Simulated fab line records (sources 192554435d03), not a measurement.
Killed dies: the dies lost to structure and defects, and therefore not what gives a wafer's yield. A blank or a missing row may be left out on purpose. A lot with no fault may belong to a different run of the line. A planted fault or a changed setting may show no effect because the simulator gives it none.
Matching of chambers :: flow n5Finfet :: N5_BEOL_M3_DEP_57 on pecvd-02 has 3 sister chambers
The step deposits SiCN from 3MS/NH3, target thk 8 nm, time 14 s. 6 wafers are shown with their chamber, then 12 later ones without.

WAFERS WITH THEIR CHAMBER
wafer: L077.5
chamber: 2
throttleValvePct (%): 10.1
showerheadPlenumPTorr (Torr): 3.644

wafer: L081.4
chamber: 2
throttleValvePct (%): 9.8
showerheadPlenumPTorr (Torr): 3.638

wafer: L084.5
chamber: 1
throttleValvePct (%): 9.2
showerheadPlenumPTorr (Torr): 3.675

wafer: L084.3
chamber: 0
throttleValvePct (%): 8.5
showerheadPlenumPTorr (Torr): 3.632

wafer: L084.4
chamber: 1
throttleValvePct (%): 9.3
showerheadPlenumPTorr (Torr): 3.674

wafer: L084.6
chamber: 0
throttleValvePct (%): 8.6
showerheadPlenumPTorr (Torr): 3.628

WAFERS MISSING THEIR CHAMBER
wafer: L086.1
throttleValvePct (%): 8.1
showerheadPlenumPTorr (Torr): 3.642

wafer: L086.4
throttleValvePct (%): 8.5
showerheadPlenumPTorr (Torr): 3.650

wafer: L086.5
throttleValvePct (%): 8.8
showerheadPlenumPTorr (Torr): 3.653

wafer: L088.3
throttleValvePct (%): 9.3
showerheadPlenumPTorr (Torr): 3.678

wafer: L088.5
throttleValvePct (%): 9.2
showerheadPlenumPTorr (Torr): 3.641

wafer: L088.6
throttleValvePct (%): 8.5
showerheadPlenumPTorr (Torr): 3.643

wafer: L092.2
throttleValvePct (%): 9.3
showerheadPlenumPTorr (Torr): 3.668

wafer: L092.3
throttleValvePct (%): 8.7
showerheadPlenumPTorr (Torr): 3.637

wafer: L092.6
throttleValvePct (%): 9.2
showerheadPlenumPTorr (Torr): 3.667

wafer: L093.1
throttleValvePct (%): 9.0
showerheadPlenumPTorr (Torr): 3.645

wafer: L093.3
throttleValvePct (%): 8.4
showerheadPlenumPTorr (Torr): 3.643

wafer: L093.5
throttleValvePct (%): 9.1
showerheadPlenumPTorr (Torr): 3.644

THE CHAMBER EACH PASSED THROUGH
wafer: L086.1
from the rows above: 0
in truth: 0

wafer: L086.4
from the rows above: 0
in truth: 0

wafer: L086.5
from the rows above: can't be placed: 0 or 1 or 2
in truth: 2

wafer: L088.3
from the rows above: 1
in truth: 1

wafer: L088.5
from the rows above: can't be placed: 2 or 0
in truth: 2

wafer: L088.6
from the rows above: 0
in truth: 0

wafer: L092.2
from the rows above: 1
in truth: 1

wafer: L092.3
from the rows above: 0
in truth: 0

wafer: L092.6
from the rows above: 1
in truth: 1

wafer: L093.1
from the rows above: can't be placed: 0 or 2
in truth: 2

wafer: L093.3
from the rows above: 0
in truth: 0

wafer: L093.5
from the rows above: can't be placed: 0 or 2
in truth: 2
Correctly placed: 8 of 12. These rows do not allow placing 4 (true chamber among the candidates in 4). 0 placed wrongly.
How it was worked out, from the rows above alone: a wafer's distance from a chamber is the root of the sum, over the readings, of the square of ((its reading less the chamber's mean) divided by the reading's scatter). If the next closest chamber is less than 2 further off than the closest, the wafer can't be placed; otherwise it belongs to the closest. The mean given for a chamber averages the wafers shown for that chamber. The scatter: the root of (the sum of the squares of (reading less its chamber's mean) over the shown wafers, divided by (wafers less chambers)).
